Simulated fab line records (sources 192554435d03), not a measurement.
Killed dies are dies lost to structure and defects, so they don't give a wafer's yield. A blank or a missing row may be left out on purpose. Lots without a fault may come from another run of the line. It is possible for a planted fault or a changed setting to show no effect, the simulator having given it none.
Chamber matching -- flow n5 finfet -- N5_BEOL_M1_STRIP_66 on rie diel-04: 4 sister chambers
The step strips in CF4. 4 wafers are shown with their chamber, then 11 later ones without.

## WAFERS, EACH WITH ITS CHAMBER
wafer,chamber,drypump motor current A (A)
L079.1,3,5.2
L081.2,2,5.6
L081.6,1,5.8
L082.2,0,6.0

## WAFERS WITH NO CHAMBER GIVEN
wafer,drypump motor current A (A)
L082.3,5.6
L082.4,5.8
L085.2,5.2
L085.4,5.8
L085.5,5.2
L090.2,5.6
L090.3,5.7
L090.6,5.2
L095.1,5.6
L095.3,6.0
L095.5,6.0

## WHICH CHAMBER EACH WENT THROUGH
wafer,from the rows above,in truth
L082.3,2,2
L082.4,1,1
L085.2,3,3
L085.4,1,1
L085.5,3,3
L090.2,2,2
L090.3,can't be placed: 1 or 2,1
L090.6,3,3
L095.1,2,2
L095.3,0,0
L095.5,0,0
10 of 11 placed correctly. From these rows, 1 cannot be placed; in 1 the true chamber is one of the candidates. Wrongly placed: 0.
How it was worked out, from the rows above alone: a wafer's distance from a chamber is the root of the sum, over the readings, of the square of ((its reading less the chamber's mean) divided by the reading's scatter). If the next closest chamber is less than 2 further off than the closest, the wafer can't be placed; otherwise it belongs to the closest. Each chamber's mean is taken over the wafers shown for it. The scatter: with one shown wafer a chamber, the root of the mean of the squares of how far each hidden wafer lies from its nearest shown one.
